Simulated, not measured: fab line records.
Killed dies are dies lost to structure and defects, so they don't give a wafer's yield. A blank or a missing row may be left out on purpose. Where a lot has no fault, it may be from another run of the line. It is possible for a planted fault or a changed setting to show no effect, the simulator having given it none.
The same fault as seen by 2 desks ; flow n5Finfet ; each desk holds nothing but its own numbers, with what lay behind them at the end

AT THE TOOL OWNER'S DESK: rieDiel-05
The tool's own readings at N5_BEOL_M14_ETCH_38 (etches SiCN in CF4/N2, target depth 106.5 nm, time 120.6 s): means of the sampled wafers that have a number, for each lot that ran on this tool. The brackets show how far a lot's mean lies from the usual mean; more than 4 standard deviations puts the lot out of limits, marked OUT.
Columns: A = drypumpMotorCurrentA at N5_BEOL_M14_ETCH_38, usual 5.7 A; B = mfcArSccm at N5_BEOL_M14_ETCH_38, usual 100.0 sccm; C = oesProductAu at N5_BEOL_M14_ETCH_38, usual 0.78 a.u.; D = rfFwdPowerW at N5_BEOL_M14_ETCH_38, usual 428.7 W; E = rfVppV at N5_BEOL_M14_ETCH_38, usual 382.2 V; F = showerheadPlenumPTorr at N5_BEOL_M14_ETCH_38, usual 2.21 Torr; G = throttleValvePct at N5_BEOL_M14_ETCH_38, usual 15.55 %
lot;first seen here;A;B;C;D;E;F;G
L288;day 11 16:33;5.5;99.5;0.77;428.4;382.1;2.21;15.52
L291;day 12 14:59;5.6;100.2;0.76;427.7;382.7;2.21;15.58
L295;day 13 13:22;5.8;100.1;0.60;428.1;381.8;2.21;15.56
L297;day 13 22:46;6.0;100.1;0.62;428.3;382.6;2.20;15.64
L307;day 16 17:02;5.6;100.0;0.73;428.6;382.3;2.19;15.63
L309;day 17 16:03;5.5;100.1;0.73;428.4;382.4;2.20;15.60
Result from this desk: across the 6 lots, nothing is out of limits.

FROM THE METROLOGY DESK
Means of the sampled wafers that have a number, per lot and without regard to the tool the lot ran on: this is what the gauges read. The brackets show how far a lot's mean lies from the usual mean; more than 4 standard deviations puts the lot out of limits, marked OUT.
Columns: A = trenchDepthNm at N5_BEOL_M14_OCD_MEAS_35, usual 560 nm; B = M14_THK at N5_BEOL_M14_THK_MEAS_50, usual 572 nm
lot;first seen here;A;B
L288;day 11 12:37;554;572
L289;day 12 05:37;565;583
L291;day 12 13:41;548;554
L292;day 13 04:23;556;576
L295;day 13 09:04;551;561
L297;day 13 20:49;552;568
L303;day 15 05:53;564;580
L305;day 16 02:24;553;562
L307;day 16 16:53;559;561
L306;day 16 17:28;556;569
L308;day 16 20:12;556;565
L309;day 17 15:52;555;567
Result from this desk: across the 12 lots, nothing is out of limits.

TAKEN TOGETHER
Nothing out of limits was seen by the tool owner's desk.
At the metrology desk, nothing out of limits was observed.

WHAT THE SIMULATOR PUT IN
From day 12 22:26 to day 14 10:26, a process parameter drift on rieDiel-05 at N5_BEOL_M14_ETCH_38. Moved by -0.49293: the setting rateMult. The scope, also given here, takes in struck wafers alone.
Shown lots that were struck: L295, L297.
